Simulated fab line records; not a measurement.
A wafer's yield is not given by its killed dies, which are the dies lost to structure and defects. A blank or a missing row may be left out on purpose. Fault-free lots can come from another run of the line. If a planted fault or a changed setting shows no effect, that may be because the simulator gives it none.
Split-lot experiment | flow n5 finfet | 21 wafers read across 7 lots, on a route 1938 steps long

ON THE SPLIT
At N5_BEOL_M13_ETCH_59 (etches BARC in N2/H2, target depth 89 nm, overetch 26.7 nm, time 67.9 s), the setting time s was moved away from the recipe's 67.9 s on 6 of the 21 wafers read, by -21.7% to +19.6%. This setting was run at the recipe's value on the other wafers.

The reading is taken at the split's own step.

THE READING
coat_of_BEOL_M13_COAT_04.thk nm (the simulator's own value, which no gauge read), in nm, at N5_BEOL_M13_ETCH_59 (etches BARC in N2/H2, target depth 89 nm, overetch 26.7 nm, time 67.9 s). The file gives no usual value for it. Average 317.5 nm, standard deviation 2.1 nm, over the 15 wafers here run with the recipe.

wafer  | tool, chamber at the split | time s as run, s | against the recipe | coat_of_BEOL_M13_COAT_04.thk nm, nm | against lot-mates on the recipe
L074.1 | rie diel-02, 2             | 67.9             | recipe             | 315.4                               | -
L074.3 | rie diel-02, 3             | 67.9             | recipe             | 315                                 | -
L074.6 | rie diel-02, 2             | 67.9             | recipe             | 316.2                               | -
L078.3 | rie diel-05, 3             | 67.9             | recipe             | 320                                 | -
L078.4 | rie diel-05, 0             | 81.21            | +19.6%             | 305.4                               | -13.1
L078.6 | rie diel-05, 0             | 67.9             | recipe             | 317                                 | -
L081.1 | rie diel-05, 3             | 67.9             | recipe             | 318.8                               | -
L081.4 | rie diel-05, 2             | 67.9             | recipe             | 319                                 | -
L081.6 | rie diel-05, 1             | 59.09            | -13.0%             | 326.4                               | +7.5
L084.2 | rie diel-02, 3             | 73.64            | +8.5%              | 310.4                               | no lot-mate on the recipe
L084.3 | rie diel-02, 0             | 73.64            | +8.5%              | 314                                 | no lot-mate on the recipe
L084.5 | rie diel-02, 0             | 73.64            | +8.5%              | 314                                 | no lot-mate on the recipe
L087.4 | rie diel-06, 0             | 67.9             | recipe             | 318.2                               | -
L087.5 | rie diel-06, 0             | 67.9             | recipe             | 319                                 | -
L087.6 | rie diel-06, 3             | 67.9             | recipe             | 321.2                               | -
L093.1 | rie diel-02, 1             | 67.9             | recipe             | 319.8                               | -
L093.2 | rie diel-02, 3             | 53.18            | -21.7%             | 329.2                               | +10.1
L093.6 | rie diel-02, 0             | 67.9             | recipe             | 318.4                               | -
L092.3 | rie diel-05, 2             | 67.9             | recipe             | 316.4                               | -
L092.5 | rie diel-05, 1             | 67.9             | recipe             | 313.8                               | -
L092.6 | rie diel-05, 2             | 67.9             | recipe             | 315                                 | -

FIT RESULTS
A straight line over all 21 wafers: coat_of_BEOL_M13_COAT_04.thk nm changes by -0.587 nm for each +1% of time s; r = -0.92; the points scatter about the line by 2 nm.
The same after taking each lot's own level away (the mean of its wafers on the recipe; 18 wafers): -0.564 nm for each +1%; r = -0.97; scatter 1.2 nm.
On that fit, the largest move of time s shifts the reading by 12 nm.
The span of the lots' own levels, 315.07 to 319.47 nm, comes to 2.1 times the standard deviation stated above.
So the lot-to-lot level changes the slope little: the two slopes agree.
Check: for one of the wafers moved furthest among these (-21.7%), held out of the fit, the line's prediction against its lot-mates is +13.8 nm. It came out at +10.1 nm against them.

THESE WAFERS: OTHER SPLITS
Other splits were also applied to these wafers ahead of the reading. Each is held against what the fit with the lots' levels taken away leaves over:
other split on the same wafers | wafers away from the commonest value | r with coat_of_BEOL_M13_COAT_04.thk nm (lot level and that fit taken away)
N5_BEOL_M12_PEB_08 peb temp c  | 6                                    | +0.05
N5_BEOL_M13_COAT_58 spin rpm   | 6                                    | +0.34

FILE'S OWN FIT
coat_of_BEOL_M13_COAT_04.thk nm changes by -0.56 nm for each +1% of time s, r = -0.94.
